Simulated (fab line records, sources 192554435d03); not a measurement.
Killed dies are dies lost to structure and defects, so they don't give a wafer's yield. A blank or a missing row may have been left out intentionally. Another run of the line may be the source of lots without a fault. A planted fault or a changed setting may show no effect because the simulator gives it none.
Which tool was responsible? | flow n5_finfet | Sampling: 24 lots, 72 wafers, 6 of 1938 route steps

## WHAT THE GAUGES SHOWED, per wafer
N5_BEOL_M13_INSPECT_12: inspects for defects (macro). Usual: raw_defect_count at 2.0, with a standard deviation of 1.5.
lot  | measured     | on                | raw_defect_count | flag
L074 | day 11 14:02 | defect_inspect-02 | 0 2 0            |
L075 | day 11 20:20 | defect_inspect-01 | 4 1 3            |
L076 | day 12 01:00 | defect_inspect-02 | 2 3 4            |
L079 | day 12 06:22 | defect_inspect-02 | 2 0 0            |
L078 | day 12 06:45 | defect_inspect-02 | 1 2 3            |
L077 | day 12 12:42 | defect_inspect-02 | 2 1 1            |
L080 | day 12 23:53 | defect_inspect-01 | 0 1 1            |
L083 | day 13 06:28 | defect_inspect-01 | 3 4 1            |
L081 | day 13 09:07 | defect_inspect-02 | 3 0 1            |
L082 | day 13 10:21 | defect_inspect-01 | 4 3 3            |
L084 | day 13 16:52 | defect_inspect-02 | 2 0 2            |
L085 | day 14 01:26 | defect_inspect-02 | 1 0 1            |
L087 | day 14 14:01 | defect_inspect-02 | 0 2 3            |
L086 | day 14 22:51 | defect_inspect-01 | 4 0 4            |
L089 | day 15 04:34 | defect_inspect-02 | 2 4 4            |
L088 | day 15 08:32 | defect_inspect-02 | 6 3 3            |
L091 | day 15 10:59 | defect_inspect-01 | 2 1 2            |
L090 | day 15 13:58 | defect_inspect-02 | 2 3 4            |
L093 | day 15 21:29 | defect_inspect-01 | 2 2 0            |
L092 | day 16 12:28 | defect_inspect-02 | 3 4 2            |
L094 | day 16 22:16 | defect_inspect-01 | 7 2 1            |
L095 | day 17 02:07 | defect_inspect-02 | 4 1 0            |
L096 | day 17 05:29 | defect_inspect-02 | 5 2 2            |
L097 | day 17 08:19 | defect_inspect-02 | 2 2 3            |

N5_BEOL_M13_CD_MEAS_17: target cd 190 nm. Usual: cd_nm at 190.1 nm, with a standard deviation of 1.6.
lot  | measured     | on        | cd_nm (nm)        | flag
L074 | day 11 14:35 | cd_sem-03 | 191.0 190.3 190.4 |
L075 | day 11 20:53 | cd_sem-01 | 191.5 188.1 190.1 |
L076 | day 12 01:37 | cd_sem-01 | 191.9 189.6 190.1 |
L079 | day 12 06:55 | cd_sem-01 | 190.1 187.8 189.0 |
L078 | day 12 07:19 | cd_sem-03 | 190.1 191.3 189.9 |
L077 | day 12 13:17 | cd_sem-01 | 188.3 191.5 187.9 |
L080 | day 13 00:26 | cd_sem-02 | 185.6 188.6 185.7 |
L083 | day 13 07:02 | cd_sem-02 | 188.4 190.4 186.9 |
L081 | day 13 09:43 | cd_sem-02 | 191.2 191.7 188.9 |
L082 | day 13 11:09 | cd_sem-01 | 188.6 187.3 188.1 |
L084 | day 13 17:26 | cd_sem-03 | 187.8 187.4 188.8 |
L085 | day 14 02:02 | cd_sem-03 | 188.8 189.7 190.0 |
L087 | day 14 14:34 | cd_sem-03 | 191.6 190.8 193.4 |
L086 | day 14 23:25 | cd_sem-01 | 190.7 191.6 192.8 |
L089 | day 15 05:08 | cd_sem-03 | 191.5 189.3 190.7 |
L088 | day 15 09:15 | cd_sem-03 | 186.9 190.1 188.8 |
L091 | day 15 11:56 | cd_sem-01 | 190.2 189.7 187.6 |
L090 | day 15 14:31 | cd_sem-03 | 191.0 192.4 190.4 |
L093 | day 15 22:02 | cd_sem-03 | 188.4 187.5 189.3 |
L092 | day 16 13:01 | cd_sem-02 | 189.1 188.8 187.3 |
L094 | day 16 22:52 | cd_sem-03 | 188.8 189.9 190.7 |
L095 | day 17 02:41 | cd_sem-02 | 188.7 190.2 191.2 |
L096 | day 17 06:03 | cd_sem-01 | 192.4 191.6 192.9 |
L097 | day 17 08:53 | cd_sem-01 | 190.1 188.3 189.2 |

N5_BEOL_M13_INSPECT_30: inspects for defects (macro). Usual: raw_defect_count at 2.3, with a standard deviation of 1.3.
lot  | measured     | on                | raw_defect_count | flag
L074 | day 11 14:59 | defect_inspect-02 | 1 1 1            |
L075 | day 11 21:24 | defect_inspect-02 | 2 2 2            |
L076 | day 12 02:07 | defect_inspect-02 | 4 1 4            |
L079 | day 12 07:18 | defect_inspect-01 | 3 3 3            |
L078 | day 12 07:42 | defect_inspect-01 | 2 1 3            |
L077 | day 12 13:47 | defect_inspect-02 | 4 2 2            |
L080 | day 13 00:57 | defect_inspect-01 | 2 4 2            |
L083 | day 13 07:33 | defect_inspect-02 | 1 1 2            |
L081 | day 13 10:06 | defect_inspect-01 | 5 2 2            |
L082 | day 13 11:39 | defect_inspect-01 | 2 2 1            |
L084 | day 13 17:49 | defect_inspect-01 | 5 2 2            |
L085 | day 14 02:32 | defect_inspect-01 | 2 0 3            |
L087 | day 14 15:05 | defect_inspect-01 | 1 2 5            |
L086 | day 14 23:47 | defect_inspect-02 | 1 2 2            |
L089 | day 15 05:31 | defect_inspect-02 | 0 6 2            |
L088 | day 15 09:46 | defect_inspect-02 | 3 2 4            |
L091 | day 15 12:27 | defect_inspect-01 | 2 4 3            |
L090 | day 15 14:54 | defect_inspect-01 | 3 0 2            |
L093 | day 15 22:25 | defect_inspect-02 | 2 1 1            |
L092 | day 16 13:24 | defect_inspect-02 | 1 0 2            |
L094 | day 16 23:23 | defect_inspect-01 | 3 3 2            |
L095 | day 17 03:04 | defect_inspect-01 | 3 1 6            |
L096 | day 17 06:26 | defect_inspect-01 | 2 4 2            |
L097 | day 17 09:23 | defect_inspect-01 | 7 3 1            |

## TOOL THAT RAN EACH LOT (tool first, then ch and the chambers of the sampled wafers, then the start)
lot  | N5_BEOL_M12_CMP_49            | N5_BEOL_M13_ILD_DEP_00          | N5_BEOL_M13_ETCH_59
L074 | cmp-04 ch 1,3, day 11 12:54   | pecvd-02 ch 0,2, day 11 13:23   | rie_diel-05 ch 0,2,3, day 11 14:06
L075 | cmp-02 ch 0,1,2, day 11 19:20 | pecvd-04 ch 1,2, day 11 19:49   | rie_diel-05 ch 0,2,3, day 11 20:24
L076 | cmp-03 ch 2,3, day 11 23:51   | pecvd-01 ch 0,1, day 12 00:22   | rie_diel-05 ch 0,2, day 12 01:04
L079 | cmp-03 ch 1,2,3, day 12 05:24 | pecvd-02 ch 0,1,2, day 12 05:51 | rie_diel-05 ch 0,1,3, day 12 06:26
L078 | cmp-02 ch 2,3, day 12 05:38   | pecvd-04 ch 0,1,2, day 12 06:07 | rie_diel-04 ch 1,3, day 12 06:49
L077 | cmp-02 ch 0,3, day 12 11:33   | pecvd-01 ch 0,1, day 12 12:04   | rie_diel-05 ch 0,2,3, day 12 12:46
L080 | cmp-03 ch 0,2, day 12 22:54   | pecvd-01 ch 1,2, day 12 23:22   | rie_diel-02 ch 0,3, day 12 23:57
L083 | cmp-03 ch 0,1, day 13 05:29   | pecvd-01 ch 0,2, day 13 05:58   | rie_diel-04 ch 2,3, day 13 06:32
L081 | cmp-04 ch 0,3, day 13 07:56   | pecvd-04 ch 0,1, day 13 08:25   | rie_diel-04 ch 1,2,3, day 13 09:13
L082 | cmp-04 ch 0,2, day 13 09:09   | pecvd-04 ch 0,1, day 13 09:40   | rie_diel-02 ch 0,1, day 13 10:39
L084 | cmp-04 ch 0,2,3, day 13 15:44 | pecvd-01 ch 0,2, day 13 16:13   | rie_diel-02 ch 0,1,3, day 13 16:55
L085 | cmp-04 ch 1,2,3, day 14 00:26 | pecvd-04 ch 0,1,2, day 14 00:48 | rie_diel-05 ch 1,2, day 14 01:30
L087 | cmp-03 ch 0,1,3, day 14 12:56 | pecvd-01 ch 0,1,2, day 14 13:23 | rie_diel-05 ch 0,1,3, day 14 14:05
L086 | cmp-04 ch 0,1,2, day 14 21:53 | pecvd-04 ch 0,2, day 14 22:20   | rie_diel-04 ch 0,1,2, day 14 22:55
L089 | cmp-03 ch 1,2,3, day 15 03:37 | pecvd-04 ch 1,2, day 15 04:01   | rie_diel-04 ch 1,2,3, day 15 04:38
L088 | cmp-02 ch 0,1, day 15 07:33   | pecvd-01 ch 0,1,2, day 15 08:02 | rie_diel-05 ch 0,2,3, day 15 08:46
L091 | cmp-04 ch 1,2,3, day 15 09:52 | pecvd-02 ch 0,1, day 15 10:20   | rie_diel-05 ch 0,3, day 15 11:27
L090 | cmp-03 ch 0,1,3, day 15 12:59 | pecvd-04 ch 2, day 15 13:23     | rie_diel-05 ch 0,1,3, day 15 14:02
L093 | cmp-04 ch 0,1,2, day 15 20:19 | pecvd-04 ch 0,2, day 15 20:50   | rie_diel-04 ch 0,3, day 15 21:33
L092 | cmp-02 ch 0,2,3, day 16 11:23 | pecvd-04 ch 0,1,2, day 16 11:49 | rie_diel-04 ch 0,1,3, day 16 12:32
L094 | cmp-03 ch 0,1,2, day 16 21:13 | pecvd-01 ch 1,2, day 16 21:37   | rie_diel-04 ch 0,3, day 16 22:23
L095 | cmp-03 ch 0,1, day 17 01:02   | pecvd-02 ch 0,1, day 17 01:29   | rie_diel-05 ch 0,1,2, day 17 02:11
L096 | cmp-04 ch 0,2,3, day 17 04:29 | pecvd-02 ch 0,1,2, day 17 04:51 | rie_diel-04 ch 1,2,3, day 17 05:34
L097 | cmp-02 ch 0,1,2, day 17 07:08 | pecvd-04 ch 0,2, day 17 07:37   | rie_diel-04 ch 1,2,3, day 17 08:23
- N5_BEOL_M12_CMP_49: polishes, stops on SiOC, t overpolish 20.6 s, target thk 320 nm.
- N5_BEOL_M13_ILD_DEP_00: deposits SiOC from DEMS/O2, target thk 837.92 nm, time 166.4 s.
- N5_BEOL_M13_ETCH_59: etches BARC in N2/H2, target depth 89 nm, overetch 26.7 nm, time 67.9 s.

## AS READ BY THE TOOLS THEMSELVES (means over the sampled wafers that have a number; for cases with no such wafer, the mark the record gives instead)
N5_BEOL_M12_CMP_49. Usual: barrier_field_endpoint_s 30.3 s, standard deviation 0.72; clearing_platen_down_force_psi 1.500 psi, standard deviation 0.003; motor_current_A 6.0 A, standard deviation 0.61; overpolish_run_s 20.600 s, standard deviation 0.0091.
lot  | tool   | barrier_field_endpoint_s (s) | clearing_platen_down_force_psi (psi) | motor_current_A (A) | overpolish_run_s (s) | flag
L074 | cmp-04 | 29.6                         | 1.501                                | 6.0                 | 20.605               |
L075 | cmp-02 | 29.6                         | 1.500                                | 6.6                 | 20.605               |
L076 | cmp-03 | 30.5                         | 1.497                                | 5.5                 | 20.601               |
L079 | cmp-03 | 30.3                         | 1.501                                | 5.7                 | 20.611               |
L078 | cmp-02 | 30.8                         | 1.499                                | 6.5                 | 20.598               |
L077 | cmp-02 | 30.4                         | 1.498                                | 6.1                 | 20.612               |
L080 | cmp-03 | 30.5                         | 1.503                                | 5.6                 | 20.606               |
L083 | cmp-03 | 30.0                         | 1.502                                | 5.9                 | 20.601               |
L081 | cmp-04 | 29.9                         | 1.500                                | 6.3                 | 20.597               |
L082 | cmp-04 | 30.0                         | 1.499                                | 6.4                 | 20.602               |
L084 | cmp-04 | 30.4                         | 1.500                                | 5.9                 | 20.597               |
L085 | cmp-04 | 30.4                         | 1.500                                | 5.8                 | 20.610               |
L087 | cmp-03 | 29.4                         | 1.502                                | 5.9                 | 20.603               |
L086 | cmp-04 | 30.5                         | 1.499                                | 6.0                 | 20.593               |
L089 | cmp-03 | 31.6                         | 1.500                                | 5.5                 | 20.588               |
L088 | cmp-02 | 30.2                         | 1.501                                | 5.9                 | 20.599               |
L091 | cmp-04 | 30.0                         | 1.496                                | 5.7                 | 20.599               |
L090 | cmp-03 | 29.6                         | 1.505                                | 6.0                 | 20.600               |
L093 | cmp-04 | 30.5                         | 1.502                                | 5.9                 | 20.593               |
L092 | cmp-02 | 30.7                         | 1.497                                | 6.8                 | 20.584               |
L094 | cmp-03 | 30.0                         | 1.500                                | 5.6                 | 20.602               |
L095 | cmp-03 | 30.0                         | 1.497                                | 6.0                 | 20.601               |
L096 | cmp-04 | 30.3                         | 1.500                                | 6.1                 | 20.595               |
L097 | cmp-02 | 30.0                         | 1.500                                | 6.2                 | 20.601               |

N5_BEOL_M13_ILD_DEP_00. Usual: heater_power_outer_w 248 W, standard deviation 32; heater_power_w 474 W, standard deviation 46; showerhead_plenum_p_Torr 5.691 Torr, standard deviation 0.015; throttle_valve_pct 12.0 %, standard deviation 0.84.
lot  | tool     | heater_power_outer_w (W) | heater_power_w (W) | showerhead_plenum_p_Torr (Torr) | throttle_valve_pct (%) | flag
L074 | pecvd-02 | 243                      | 452                | 5.693                           | 12.2                   |
L075 | pecvd-04 | 265                      | 470                | 5.686                           | 11.2                   |
L076 | pecvd-01 | 262                      | 485                | 5.678                           | 13.2                   |
L079 | pecvd-02 | 245                      | 467                | 5.691                           | 11.6                   |
L078 | pecvd-04 | 230                      | 461                | 5.691                           | 11.8                   |
L077 | pecvd-01 | 286                      | 502                | 5.670                           | 13.2                   |
L080 | pecvd-01 | 269                      | 477                | 5.704                           | 13.4                   |
L083 | pecvd-01 | 239                      | 457                | 5.694                           | 11.9                   |
L081 | pecvd-04 | 237                      | 495                | 5.691                           | 11.9                   |
L082 | pecvd-04 | 216                      | 468                | 5.686                           | 12.0                   |
L084 | pecvd-01 | 240                      | 437                | 5.698                           | 11.9                   |
L085 | pecvd-04 | 242                      | 475                | 5.682                           | 11.9                   |
L087 | pecvd-01 | 260                      | 473                | 5.696                           | 12.8                   |
L086 | pecvd-04 | 237                      | 478                | 5.690                           | 12.1                   |
L089 | pecvd-04 | 264                      | 481                | 5.683                           | 11.3                   |
L088 | pecvd-01 | 238                      | 450                | 5.695                           | 12.5                   |
L091 | pecvd-02 | 256                      | 486                | 5.701                           | 11.6                   |
L090 | pecvd-04 | 240                      | 423                | 5.692                           | 11.0                   |
L093 | pecvd-04 | 229                      | 443                | 5.685                           | 11.5                   |
L092 | pecvd-04 | 236                      | 470                | 5.690                           | 11.7                   |
L094 | pecvd-01 | 273                      | 477                | 5.710                           | 12.9                   |
L095 | pecvd-02 | 215                      | 423                | 5.692                           | 12.1                   |
L096 | pecvd-02 | 194                      | 401                | 5.708                           | 11.8                   |
L097 | pecvd-04 | 240                      | 483                | 5.682                           | 12.0                   |

N5_BEOL_M13_ETCH_59. Usual: drypump_motor_current_A 5.7 A, standard deviation 0.36; oes_product_au 0.68 a.u., standard deviation 0.054; rf_vpp_V 524.2 V, standard deviation 1.9; showerhead_plenum_p_Torr 2.56 Torr, standard deviation 0.066; throttle_valve_pct 17.89 %, standard deviation 0.25.
lot  | tool        | drypump_motor_current_A (A) | oes_product_au (a.u.) | rf_vpp_V (V) | showerhead_plenum_p_Torr (Torr) | throttle_valve_pct (%) | flag
L074 | rie_diel-05 | 5.8                         | 0.70                  | 525.0        | 2.56                            | 17.83                  |
L075 | rie_diel-05 | 5.8                         | 0.70                  | 524.1        | 2.56                            | 17.84                  |
L076 | rie_diel-05 | 6.0                         | 0.65                  | 525.9        | 2.62                            | 18.11                  |
L079 | rie_diel-05 | 5.8                         | 0.66                  | 522.7        | 2.54                            | 17.84                  |
L078 | rie_diel-04 | 5.6                         | 0.73                  | 523.8        | 2.56                            | 17.97                  |
L077 | rie_diel-05 | 5.8                         | 0.69                  | 524.8        | 2.56                            | 17.85                  |
L080 | rie_diel-02 | 5.3                         | 0.70                  | 527.5        | 2.70                            | 17.90                  |
L083 | rie_diel-04 | 5.9                         | 0.70                  | 523.9        | 2.59                            | 18.10                  |
L081 | rie_diel-04 | 5.8                         | 0.71                  | 524.1        | 2.55                            | 18.00                  |
L082 | rie_diel-02 | 5.3                         | 0.76                  | 527.4        | 2.68                            | 17.66                  |
L084 | rie_diel-02 | 5.2                         | 0.71                  | 526.7        | 2.65                            | 17.85                  |
L085 | rie_diel-05 | 5.6                         | 0.64                  | 523.5        | 2.53                            | 17.80                  |
L087 | rie_diel-05 | 5.8                         | 0.65                  | 523.8        | 2.53                            | 17.87                  |
L086 | rie_diel-04 | 5.9                         | 0.68                  | 523.2        | 2.52                            | 17.89                  |
L089 | rie_diel-04 | 5.8                         | 0.70                  | 523.3        | 2.55                            | 18.01                  |
L088 | rie_diel-05 | 5.8                         | 0.68                  | 524.7        | 2.55                            | 17.89                  |
L091 | rie_diel-05 | 6.0                         | 0.64                  | 524.3        | 2.56                            | 18.04                  |
L090 | rie_diel-05 | 5.8                         | 0.64                  | 522.8        | 2.53                            | 17.89                  |
L093 | rie_diel-04 | 5.8                         | 0.64                  | 523.3        | 2.54                            | 17.87                  |
L092 | rie_diel-04 | 5.7                         | 0.67                  | 524.0        | 2.52                            | 17.90                  |
L094 | rie_diel-04 | 5.8                         | 0.66                  | 523.9        | 2.56                            | 18.00                  |
L095 | rie_diel-05 | 5.8                         | 0.63                  | 525.2        | 2.56                            | 18.01                  |
L096 | rie_diel-04 | 5.8                         | 0.69                  | 523.4        | 2.54                            | 18.05                  |
L097 | rie_diel-04 | 5.8                         | 0.69                  | 523.4        | 2.54                            | 18.05                  |

## THE ANSWER, worked out from the rows above alone
Rule: take the mean of a lot's wafers that have a number; if it is more than 3 standard deviations from the usual mean, the lot is off. Also off: a lot with no number at a reading for which 4 or more lots have one. All remaining lots with rows at the step are treated as sound. First the gauges in route order, then the tools' own readings, where a lot's mean is used as printed above. The first step at which some lot is off is used, and at that step the reading that is off furthest; a lot without a number counts as furthest.
Across all readings shown, no lot is off: no conclusion can be drawn from this.

## WHAT WAS PUT IN BY THE SIMULATOR
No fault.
